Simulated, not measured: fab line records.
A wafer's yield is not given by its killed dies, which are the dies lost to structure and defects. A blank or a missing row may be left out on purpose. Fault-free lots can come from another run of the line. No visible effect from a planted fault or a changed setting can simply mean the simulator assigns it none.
fab line records | flow n5-finfet
record lots=9 | wafers=25 | last-day=18
route steps=1938 shown FIN_SAQP@140 FIN_CUT@166 BEOL_M4@1111 PASSIVATION@1936
lots untouched by any fault: they come from a run of this same line in which no faults occurred
start-h: hours from the record's opening day to when the first of the lot's shown wafers began | wait-h: how many hours have passed since the lot's step before this one | " identical to the entry in the row above | L1.1+2: one row covering several wafers at once | - either no value or no given start | * or withheld: withheld | < > ~ a bound
route shown NAME@n: NAME is a module with steps in the file, n the number in the route of the first one | usual: mean/standard deviation of fault-free wafers | same: alike in all rows | chamber/n: place in a boat | sites: readings site by site | _std_site: the values' standard deviation | _edge_site: inner sites' mean taken away from outer sites' mean | radius-mm: how far each site lies from the wafer's centre | mask NAME#n: copy n | behind: tool/chamber where the wafer was last shaped | hold: what put the lot on hold/how long, in hours/how the hold closed | device: the n, p or np transistor that did not switch | end of line: the tests these same wafers got at the end of their route | a step given without rows: its recipe and nothing more | killed: not the wafer's yield, but the dies lost to structure and defects at the first sort | map: shows each die of a wafer: x if killed, . if not, _ if none is there
set.NAME: the setting as run; set.NAME@STEP: as run at that earlier step | model.NAME: the simulator's own value behind a step, which no gauge read
steps of the route over a sample of lots; a table a step, a row a wafer
services: when a tool's chamber went out of use (start-h, in hours from the record's first day, below 0 if earlier), for how many hours, and the reason
## steps
# step N5_FIN_SAQP_MANDREL2_REMOVE_60
# recipe chemistry=HBr/Cl2/O2 | bt-time-s=10 | target=a-Si | stop-on=SiNx | endpoint=OES-SiCl | over-etch-frac=1 | icp-w=600 | bias-w=22 | HBr_flow_sccm=150 | Cl2_flow_sccm=80 | O2_flow_sccm=5 | pressure-mtorr=10
# usual drypump-motor-current-A=5.6/0.6 | oes-product-au=1.003/0.016 | throttle-valve-pct=36.8/0.34
lot.wafer | tool      | chamber | start-h | wait-h | drypump-motor-current-A | oes-product-au | rf-hours-counter-h | throttle-valve-pct
L929.1    | rie-si-05 | 0       | 52.55   | 0.1    | 4.9                     | 1.005          | 35                 | 36.5
L929.3    | "         | 3       | "       | "      | 5.6                     | 1.004          | 88                 | 37.1
L929.5    | "         | 0       | "       | "      | 4.9                     | 1.003          | -                  | 36.5
L930.1    | rie-si-02 | 3       | 56.55   | 0.1    | 6.0                     | 1.013          | 7                  | 37.0
L930.2    | "         | 1       | "       | "      | 5.1                     | 1.009          | 25                 | 36.8
L930.4    | "         | 0       | "       | "      | 4.9                     | 0.978          | 6                  | 37.4
L932.1    | rie-si-05 | 1       | 71.97   | 0.1    | 4.9                     | 1.023          | 43                 | 37.3
L932.3    | "         | 0       | "       | "      | 4.9                     | 1.009          | 35                 | 36.5
L932.5    | "         | 2       | "       | "      | 6.3                     | 0.993          | -                  | 36.4
L933.1    | rie-si-05 | 0       | 77.14   | 0.1    | 4.9                     | 1.025          | 36                 | 36.5
L933.4    | "         | 3       | "       | "      | 5.6                     | 1.014          | 89                 | 37.0
L934.1    | rie-si-04 | 2       | 80.47   | 0.1    | 6.0                     | 0.993          | 7                  | 36.4
L934.5    | "         | 1       | "       | "      | 5.4                     | 1.010          | -                  | 36.7
L945.1    | rie-si-04 | 3       | 145.71  | 0.1    | 4.9                     | 1.011          | 27                 | 37.1
L945.4    | "         | 0       | "       | "      | 6.5                     | 0.976          | 3                  | 36.5
L945.6    | "         | 3       | "       | "      | 4.9                     | 1.000          | -                  | 37.1
L946.1    | rie-si-05 | 0       | 152.58  | 0.1    | 5.0                     | 1.016          | 37                 | 36.4
L946.3    | "         | 3       | "       | "      | 5.6                     | 1.007          | 91                 | 37.0
L946.4    | "         | 1       | "       | "      | 4.9                     | 1.008          | 44                 | 37.3
L947.2    | rie-si-02 | 1       | 157.63  | 0.1    | 5.1                     | 1.014          | 27                 | 36.8
L947.3    | "         | 3       | "       | "      | 6.0                     | 1.008          | 9                  | 37.1
L947.4    | "         | 2       | "       | "      | 6.4                     | 1.009          | 61                 | 36.7
L948.1    | rie-si-04 | 3       | 164.75  | 0.1    | 4.9                     | 0.997          | 27                 | 37.1
L948.2    | "         | 0       | "       | "      | 6.5                     | 0.969          | 4                  | 36.5
L948.6    | "         | 2       | "       | "      | 6.0                     | 1.002          | -                  | 36.4
# step N5_FIN_SAQP_FIN_ETCH_36
# recipe chemistry=HBr/Cl2/O2 | target-depth-a=1200 | mask-material=SiNx | time-s=50.4 | bias-w=102 | pressure-mtorr=10 | icp-w=800 | HBr_flow_sccm=150 | Cl2_flow_sccm=80 | O2_flow_sccm=12
# usual drypump-motor-current-A=5.5/0.6 | oes-product-au=1.006/0.017 | throttle-valve-pct=36.1/0.33
lot.wafer | tool      | chamber | start-h | wait-h | drypump-motor-current-A | oes-product-au | rf-hours-counter-h | throttle-valve-pct
L929.1    | rie-si-02 | 3       | 52.99   | 0.0    | 6.0                     | 1.031          | 7                  | 36.3
L929.3    | "         | 2       | "       | "      | 6.4                     | 1.030          | 59                 | 36.0
L929.5    | "         | 0       | "       | "      | 4.9                     | 0.977          | -                  | 36.6
L930.1    | rie-si-05 | 0       | 56.99   | 0.0    | 4.9                     | 0.998          | 35                 | 35.8
L930.2    | "         | 2       | "       | "      | 6.2                     | 0.973          | 93                 | 35.7
L930.4    | "         | 1       | "       | "      | 4.9                     | 1.008          | 43                 | 36.7
L932.1    | rie-si-04 | 1       | 72.42   | 0.0    | 5.4                     | 1.021          | 183                | 36.0
L932.3    | "         | 0       | "       | "      | 6.5                     | 0.987          | 2                  | 35.8
L932.5    | "         | 0       | "       | "      | 6.5                     | 0.979          | -                  | 35.8
L933.1    | rie-si-02 | 1       | 77.59   | 0.0    | 5.1                     | 1.021          | 26                 | 36.1
L933.4    | "         | 3       | "       | "      | 6.0                     | 1.009          | 7                  | 36.3
L934.1    | rie-si-05 | 0       | 80.92   | 0.0    | 4.9                     | 0.997          | 36                 | 35.8
L934.5    | "         | 3       | "       | "      | 5.6                     | 1.013          | -                  | 36.3
L945.1    | rie-si-05 | 2       | 146.22  | 0.0    | 6.2                     | 0.982          | 94                 | 35.7
L945.4    | "         | 1       | "       | "      | 4.9                     | 1.011          | 44                 | 36.7
L945.6    | "         | 0       | "       | "      | 5.0                     | 1.009          | -                  | 35.8
L946.1    | rie-si-02 | 3       | 153.02  | 0.0    | 6.0                     | 1.008          | 9                  | 36.4
L946.3    | "         | 1       | "       | "      | 5.1                     | 1.026          | 27                 | 36.1
L946.4    | "         | 0       | "       | "      | 4.9                     | 0.973          | 8                  | 36.7
L947.2    | rie-si-02 | 2       | 158.07  | 0.0    | 6.4                     | 1.031          | 61                 | 36.0
L947.3    | "         | 3       | "       | "      | 6.0                     | 1.018          | 9                  | 36.4
L947.4    | "         | 1       | "       | "      | 5.1                     | 1.017          | 27                 | 36.1
L948.1    | rie-si-05 | 1       | 165.21  | 0.0    | 4.9                     | 1.005          | 45                 | 36.7
L948.2    | "         | 3       | "       | "      | 5.6                     | 1.006          | 91                 | 36.3
L948.6    | "         | 3       | "       | "      | 5.6                     | 1.002          | -                  | 36.3
# step N5_FIN_CUT_DESCUM_13
# recipe chemistry=O2 | time-s=7 | source-power-w=50 | bias-power-w=20 | pressure-mtorr=20 | rf-frequency-hz=2.712e+07 | temp-c=40 | resist=CAR-EUV | o2-flow-sccm=225
# usual drypump-motor-current-A=5.9/0.58 | oes-product-au=0.76/0.079 | rf-vpp-V=242.9/1.4 | showerhead-plenum-p-Torr=2.07/0.067 | throttle-valve-pct=20.46/0.16
lot.wafer | tool        | chamber | start-h | wait-h | drypump-motor-current-A | oes-product-au | rf-hours-counter-h | rf-vpp-V | showerhead-plenum-p-Torr | throttle-valve-pct
L929.1    | rie-diel-02 | 1       | 53.79   | 0.0    | 6.2                     | 0.72           | 219                | 242.1    | 2.06                     | 20.57
L929.3    | "           | 3       | "       | "      | 6.4                     | 0.80           | 112                | 243.3    | 2.10                     | 20.40
L929.5    | "           | 3       | "       | "      | 6.5                     | 0.80           | -                  | 244.0    | 2.10                     | 20.41
L930.1    | rie-diel-02 | 3       | 57.79   | 0.0    | 6.5                     | 0.80           | 114                | 242.3    | 2.10                     | 20.39
L930.2    | "           | 0       | "       | "      | 5.0                     | 0.72           | 214                | 242.9    | 1.97                     | 20.42
L930.4    | "           | 1       | "       | "      | 6.2                     | 0.72           | 220                | 240.9    | 2.06                     | 20.60
L932.1    | rie-diel-02 | 0       | 73.09   | 0.0    | 5.0                     | 0.72           | 218                | 241.5    | 1.97                     | 20.42
L932.3    | "           | 3       | "       | "      | 6.5                     | 0.80           | 118                | 244.3    | 2.10                     | 20.42
L932.5    | "           | 0       | "       | "      | 5.0                     | 0.72           | -                  | 243.1    | 1.97                     | 20.42
L933.1    | rie-diel-02 | 3       | 78.78   | 0.5    | 6.5                     | 0.81           | 120                | 243.5    | 2.10                     | 20.43
L933.4    | "           | 0       | "       | "      | 5.0                     | 0.71           | 220                | 240.2    | 1.97                     | 20.42
L934.1    | rie-diel-02 | 2       | 81.72   | 0.0    | 6.7                     | 0.89           | 39                 | 244.3    | 2.12                     | 20.59
L934.5    | "           | 1       | "       | "      | 6.2                     | 0.71           | -                  | 242.4    | 2.05                     | 20.61
L945.1    | rie-diel-02 | 1       | 146.90  | 0.0    | 6.2                     | 0.70           | 246                | 244.0    | 2.05                     | 20.63
L945.4    | "           | 2       | "       | "      | 6.7                     | 0.85           | 57                 | 243.9    | 2.11                     | 20.64
L945.6    | "           | 2       | "       | "      | 6.7                     | 0.85           | -                  | 242.8    | 2.11                     | 20.64
L946.1    | rie-diel-05 | 1       | 153.70  | 0.0    | 5.6                     | 0.78           | 130                | 241.9    | 2.02                     | 20.33
L946.3    | "           | 3       | "       | "      | 6.3                     | 0.81           | 88                 | 243.4    | 2.02                     | 20.31
L946.4    | "           | 3       | "       | "      | 6.4                     | 0.80           | -                  | 241.5    | 2.02                     | 20.32
L947.2    | rie-diel-05 | 3       | 158.75  | 0.0    | 6.4                     | 0.80           | 90                 | 241.6    | 2.02                     | 20.31
L947.3    | "           | 1       | "       | "      | 5.6                     | 0.78           | 131                | 240.9    | 2.02                     | 20.32
L947.4    | "           | 1       | "       | "      | 5.6                     | 0.78           | -                  | 241.8    | 2.02                     | 20.33
L948.1    | rie-diel-04 | 1       | 165.88  | 0.0    | 5.4                     | 0.67           | 238                | 243.0    | 2.14                     | 20.22
L948.2    | "           | 2       | "       | "      | 5.7                     | 0.69           | 233                | 244.7    | 2.16                     | 20.46
L948.6    | "           | 3       | "       | "      | 5.4                     | 0.97           | -                  | 246.0    | 2.26                     | 20.16
# step N5_FIN_CUT_CUT_ETCH_26
# recipe chemistry=CH3F/O2 | target=SiNx | target-depth-a=390 | mask-material=SOC | time-s=55.7 | pressure-mtorr=30 | source-w=395 | bias-w=73 | Ar_flow_sccm=150 | CH3F_flow_sccm=30 | O2_flow_sccm=20 | ion-energy-ev=120
# usual CH3F_flow_sccm=30.00/0.088 | drypump-motor-current-A=5.9/0.58 | oes-product-au=0.76/0.075 | rf-vpp-V=295/5.9 | run-length-s=79.0/0.49 | showerhead-plenum-p-Torr=1.98/0.069 | throttle-valve-pct=16.42/0.19
lot.wafer | tool        | chamber | start-h | wait-h | CH3F_flow_sccm | drypump-motor-current-A | oes-product-au | rf-hours-counter-h | rf-vpp-V | run-length-s | showerhead-plenum-p-Torr | throttle-valve-pct
L929.1    | rie-diel-02 | 1       | 54.23   | 0.0    | 30.13          | 6.2                     | 0.70           | 219                | 298      | 78.7         | 1.99                     | 16.66
L929.3    | "           | 3       | "       | "      | 30.05          | 6.5                     | 0.79           | 113                | 296      | 79.3         | 2.01                     | 16.38
L929.5    | "           | 3       | "       | "      | 30.02          | 6.5                     | 0.80           | -                  | 295      | 79.2         | 2.01                     | 16.38
L930.1    | rie-diel-02 | 3       | 58.23   | 0.0    | 30.04          | 6.5                     | 0.79           | 114                | 296      | 79.1         | 2.01                     | 16.39
L930.2    | "           | 0       | "       | "      | 30.05          | 5.0                     | 0.72           | 214                | 293      | 78.3         | 1.88                     | 16.35
L930.4    | "           | 1       | "       | "      | 29.85          | 6.2                     | 0.70           | 221                | 299      | 78.7         | 1.99                     | 16.66
L932.1    | rie-diel-02 | 0       | 73.53   | 0.0    | 30.03          | 5.0                     | 0.72           | 218                | 293      | 75.6         | 1.88                     | 16.37
L932.3    | "           | 3       | "       | "      | 29.90          | 6.5                     | 0.78           | 118                | 295      | 76.6         | 2.01                     | 16.40
L932.5    | "           | 0       | "       | "      | 30.15          | 5.0                     | 0.72           | -                  | 292      | 78.0         | 1.88                     | 16.37
L933.1    | rie-diel-02 | 3       | 79.21   | 0.0    | 30.04          | 6.5                     | 0.79           | 120                | 294      | 76.9         | 2.01                     | 16.39
L933.4    | "           | 0       | "       | "      | 29.96          | 5.0                     | 0.71           | 220                | 292      | 78.2         | 1.88                     | 16.38
L934.1    | rie-diel-02 | 2       | 82.15   | 0.0    | 30.01          | 6.7                     | 0.87           | 39                 | 291      | 75.9         | 2.03                     | 16.55
L934.5    | "           | 1       | "       | "      | 30.19          | 6.2                     | 0.72           | -                  | 297      | 78.7         | 1.98                     | 16.67
L945.1    | rie-diel-02 | 1       | 147.33  | 0.0    | 29.93          | 6.2                     | 0.69           | 246                | 297      | 78.9         | 1.98                     | 16.72
L945.4    | "           | 2       | "       | "      | 30.02          | 6.7                     | 0.84           | 57                 | 293      | 78.4         | 2.03                     | 16.58
L945.6    | "           | 2       | "       | "      | 30.01          | 6.8                     | 0.84           | -                  | 291      | 79.2         | 2.03                     | 16.58
L946.1    | rie-diel-05 | 1       | 154.14  | 0.0    | 30.01          | 5.6                     | 0.77           | 130                | 288      | 79.5         | 1.93                     | 16.23
L946.3    | "           | 3       | "       | "      | 29.88          | 6.4                     | 0.80           | 89                 | 299      | 78.9         | 1.93                     | 16.19
L946.4    | "           | 3       | "       | "      | 29.92          | 6.4                     | 0.80           | -                  | 299      | 79.1         | 1.92                     | 16.18
L947.2    | rie-diel-05 | 3       | 159.19  | 0.0    | 30.14          | 6.3                     | 0.80           | 91                 | 299      | 79.2         | 1.92                     | 16.19
L947.3    | "           | 1       | "       | "      | 30.03          | 5.6                     | 0.77           | 132                | 288      | 79.5         | 1.93                     | 16.23
L947.4    | "           | 1       | "       | "      | 30.05          | 5.6                     | 0.78           | -                  | 289      | 79.5         | 1.93                     | 16.24
L948.1    | rie-diel-04 | 1       | 166.32  | 0.0    | 30.01          | 5.3                     | 0.68           | 239                | 298      | 79.8         | 2.06                     | 16.33
L948.2    | "           | 2       | "       | "      | 30.03          | 5.6                     | 0.70           | 233                | 298      | 79.3         | 2.07                     | 16.43
L948.6    | "           | 3       | "       | "      | 30.05          | 5.5                     | 0.96           | -                  | 289      | 79.4         | 2.14                     | 15.92
# step N5_BEOL_M4_RC_MEAS_101
# usual DIBL_N=36.0/1.7 | DIBL_P=36.0/2 | IOFF_N=0.156/0.028 | IOFF_P=0.21/0.04 | ION_N=673/12 | ION_P=463/8.3 | SS_N=71.4/0.6 | SS_P=73.3/0.66 | VT_N=250/3 | VT_P=-250/3.8
lot.wafer | tool      | chamber | start-h | wait-h | DIBL_N[mV/V] | DIBL_P[mV/V] | IOFF_N[nA/um] | IOFF_P[nA/um] | ION_N[uA/um] | ION_P[uA/um] | SS_N[mV/dec] | SS_P[mV/dec] | VT_N[mV] | VT_P[mV]
L929.1    | prober-01 | 0       | 181.50  | 0.0    | 36.4         | 39.0         | 0.167         | 0.26          | 684          | 469          | 72.0         | 73.6         | 249      | -245
L929.3    | "         | 0       | "       | "      | 35.6         | 36.4         | 0.153         | 0.22          | 667          | 466          | 71.8         | 72.4         | 253      | -247
L929.5    | "         | 0       | "       | "      | 35.0         | 36.8         | 0.141         | 0.21          | 660          | 462          | 70.9         | 73.0         | 251      | -249
L930.1    | prober-01 | 0       | 190.45  | 0.0    | 34.8         | 33.7         | 0.118         | 0.18          | 652          | 454          | 71.3         | 73.1         | 255      | -252
L930.2    | "         | 0       | "       | "      | 37.8         | 38.1         | 0.169         | 0.24          | 669          | 465          | 72.4         | 73.7         | 250      | -246
L930.4    | "         | 0       | "       | "      | 35.3         | 34.2         | 0.136         | 0.18          | 672          | 463          | 71.1         | 72.9         | 250      | -252
L933.1    | prober-02 | 0       | 207.88  | 0.0    | 37.3         | 35.2         | 0.166         | 0.20          | 661          | 455          | 72.5         | 73.8         | 252      | -251
L933.4    | "         | 0       | "       | "      | 36.3         | 35.6         | 0.168         | 0.22          | 681          | 465          | 70.9         | 73.2         | 248      | -247
L932.1    | prober-01 | 0       | 209.48  | 0.1    | 36.7         | 35.6         | 0.160         | 0.20          | 682          | 462          | 72.3         | 72.7         | 249      | -252
L932.3    | "         | 0       | "       | "      | 38.2         | 37.2         | 0.192         | 0.23          | 669          | 458          | 71.8         | 73.3         | 245      | -249
L932.5    | "         | 0       | "       | "      | 37.4         | 36.1         | 0.167         | 0.21          | 680          | 463          | 71.4         | 73.8         | 247      | -249
L934.1    | prober-02 | 0       | 216.26  | 0.0    | 37.0         | 36.3         | 0.172         | 0.20          | 684          | 466          | 72.0         | 73.8         | 248      | -253
L934.5    | "         | 0       | "       | "      | 36.4         | 35.2         | 0.160         | 0.18          | 684          | 468          | 71.0         | 73.5         | 248      | -253
L946.1    | prober-02 | 0       | 296.62  | 0.0    | 34.3         | 34.3         | 0.137         | 0.20          | 671          | 463          | 71.6         | 73.4         | 252      | -247
L946.3    | "         | 0       | "       | "      | 34.2         | 33.8         | 0.136         | 0.19          | 672          | 468          | 70.3         | 72.6         | 250      | -249
L946.4    | "         | 0       | "       | "      | 34.4         | 34.6         | 0.143         | 0.21          | 675          | 472          | 70.9         | 73.2         | 249      | -245
L947.2    | prober-01 | 0       | 298.67  | 0.2    | 35.1         | 35.2         | 0.132         | 0.16          | 676          | 463          | 70.9         | 72.4         | 251      | -254
L947.3    | "         | 0       | "       | "      | 36.1         | 36.0         | 0.156         | 0.18          | 674          | 461          | 71.5         | 73.2         | 250      | -256
L947.4    | "         | 0       | "       | "      | 35.9         | 36.8         | 0.150         | 0.19          | 680          | 462          | 71.0         | 72.9         | 251      | -253
L945.1    | prober-01 | 0       | 300.79  | 0.0    | 38.1         | 38.5         | 0.208         | 0.24          | 692          | 468          | 71.7         | 73.9         | 247      | -249
L945.4    | "         | 0       | "       | "      | 37.2         | 36.4         | 0.179         | 0.20          | 673          | 455          | 71.9         | 73.5         | 249      | -254
L945.6    | "         | 0       | "       | "      | 38.8         | 38.3         | 0.202         | 0.25          | 686          | 466          | 72.1         | 74.6         | 246      | -250
L948.1    | prober-02 | 0       | 312.58  | 0.0    | 36.8         | 37.8         | 0.184         | 0.23          | 694          | 471          | 71.0         | 73.2         | 246      | -249
L948.2    | "         | 0       | "       | "      | 36.1         | 37.0         | 0.167         | 0.21          | 684          | 464          | 71.1         | 72.9         | 248      | -251
L948.6    | "         | 0       | "       | "      | 36.3         | 36.7         | 0.166         | 0.21          | 680          | 459          | 71.8         | 73.4         | 247      | -253
# step N5_PASSIVATION_PROBE_49
# usual defect-limited-yield=91.6/1.6 | killed_at_M0_to_M3=31/10 | killed_at_M4_up=14/6.3 | killed-at-contacts=12/6.1 | killed-at-front-end=39/12 | killed-at-other=3.7/2.8 | killed-dies=100/19 | killed-open=66/14 | killed-short=33/8.1 | sort_bin_5_function=5.0/1.1 | sort_bin_6_memory=3.2/0.66 | sort-n-pass=1080/18 | sort-yield-pct=91.6/1.6
# same gross-dies=1180 | killed-at-back-side=0 | sort_bin_4_leakage[%]=0 | sort_bin_8_speed[%]=0
lot.wafer | tool      | chamber | start-h | wait-h | defect-limited-yield[%] | killed_at_M0_to_M3 | killed_at_M4_up | killed-at-contacts | killed-at-front-end | killed-at-other | killed-dies | killed-open | killed-short | sort_bin_5_function[%] | sort_bin_6_memory[%] | sort-n-pass | sort-yield-pct[%]
L933.4    | prober-01 | -       | 314.35  | 0.2    | 91.7                    | 30                 | 18              | 13                 | 36                  | 1               | 98          | 60          | 38           | 4.9                    | 2.6                  | 1082        | 91.7
# killed by level:class
L933.4 FIN_SAQP:geometric-particle:short=12 MOL_CONTACT_COAG:geometric-particle:open=12 BEOL_M2:geometric-particle:open=9 BEOL_M0_SAQP:geometric-particle:short=8 BEOL_M0_SAQP:geometric-particle:open=6 BEOL_M5:geometric-particle:open=6 FIN_SAQP:geometric-particle:open=5 BEOL_M5:geometric-particle:short=5
## services
tool        | chamber | start-h | hours | kind
rie-si-04   | 2       | 31.88   | 14.7  | repair
rie-diel-05 | 2       | 46.82   | -     | clean
rie-diel-05 | 2       | 46.82   | -     | consumable-replace:focus-ring
rie-diel-05 | 2       | 46.82   | 21.5  | scheduled-down
rie-diel-05 | 2       | 46.82   | 21.5  | vent-cycle
rie-diel-05 | 1       | 55.66   | 1.7   | repair
rie-diel-05 | -       | 77.98   | 2.8   | pm
rie-diel-02 | 2       | 84.27   | 3.8   | repair
rie-si-05   | 1       | 85.21   | 22.8  | repair
rie-si-05   | 2       | 131.94  | 12.4  | repair
rie-diel-04 | 3       | 136.00  | -     | clean
rie-diel-04 | 3       | 136.00  | -     | consumable-replace:focus-ring
rie-diel-04 | 3       | 136.00  | -     | consumable-replace:showerhead
rie-diel-04 | 3       | 136.00  | 14.5  | scheduled-down
rie-diel-04 | 3       | 136.00  | 14.5  | vent-cycle
rie-diel-04 | 1       | 142.41  | 4.1   | repair
rie-diel-05 | 0       | 149.93  | 9.9   | repair
rie-diel-02 | 1       | 158.69  | -     | clean
rie-diel-02 | 1       | 158.69  | -     | consumable-replace:focus-ring
rie-diel-02 | 1       | 158.69  | 32.3  | scheduled-down
rie-diel-02 | 1       | 158.69  | 32.3  | vent-cycle
## key
first-sign step=N5_FIN_CUT_CUT_ETCH_26 | reading=run-length-s | direction=down | sigmas=5.6 | usual=* | struck=*
effect none on later readings
met-at N5_FIN_CUT_CUT_ETCH_26
struck-lots L932,L933,L934
struck-wafers L932.1,L932.3,L933.1,L934.1
not-acting-at N5_FIN_SAQP_MANDREL2_REMOVE_60,N5_FIN_SAQP_FIN_ETCH_36,N5_FIN_CUT_DESCUM_13
onset-between 58.23 73.53
fault kind=process-parameter-drift | tool=rie-diel-02 | chamber=- | onset-h=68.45 | steps=N5_FIN_CUT_CUT_ETCH_26 | channel=time-s | offset=* | shape=step | end-h=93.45 | scope=struck-wafers-only | acts-in=* | stated=*
